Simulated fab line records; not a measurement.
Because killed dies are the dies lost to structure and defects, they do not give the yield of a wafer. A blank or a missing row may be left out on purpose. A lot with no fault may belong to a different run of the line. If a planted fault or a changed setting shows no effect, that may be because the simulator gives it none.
Matching of chambers | flow nandHarc | rieDiel-03 running NHARC_P_BONDPAD_ETCH_24: 4 sister chambers
The step etches the open film in CF4/N2, target depth 30 nm, time 72.99 s. 4 wafers are shown with their chamber, then 8 later ones without.

WAFERS PAIRED WITH THEIR CHAMBERS
wafer  | chamber | oesProductAu (a.u.)
L595.3 | 2       | 1.002
L601.5 | 1       | 1.007
L603.2 | 3       | 1.006
L608.1 | 0       | 0.978

WAFERS MISSING THEIR CHAMBER
wafer  | oesProductAu (a.u.)
L608.4 | 1.005
L608.5 | 0.992
L609.1 | 1.000
L609.3 | 1.018
L609.6 | 1.001
L611.1 | 0.999
L611.2 | 1.016
L611.3 | 0.997

WHICH CHAMBER EACH WENT THROUGH
wafer  | from the rows above               | in truth
L608.4 | can't be placed: 3 or 1 or 2      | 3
L608.5 | can't be placed: 2 or 0 or 3 or 1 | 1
L609.1 | can't be placed: 2 or 3 or 1      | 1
L609.3 | can't be placed: 1 or 3 or 2      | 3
L609.6 | can't be placed: 2 or 3 or 1      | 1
L611.1 | can't be placed: 2 or 3 or 1      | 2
L611.2 | can't be placed: 1 or 3 or 2      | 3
L611.3 | can't be placed: 2 or 3 or 1      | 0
Correct placement for 0 of the 8. Not placeable from these rows: 8 (in 7, the candidates include the true chamber). Placed wrongly: 0.
How it was worked out, from the rows above alone: a wafer's distance from a chamber is the root of the sum, over the readings, of the square of ((its reading less the chamber's mean) divided by the reading's scatter). The wafer belongs to the nearest chamber; if the next one is less than 2 further off, it can't be placed. A chamber's mean is the mean of its shown wafers. The scatter: root of mean squared gap, hidden wafer to nearest shown wafer, with one shown wafer a chamber.
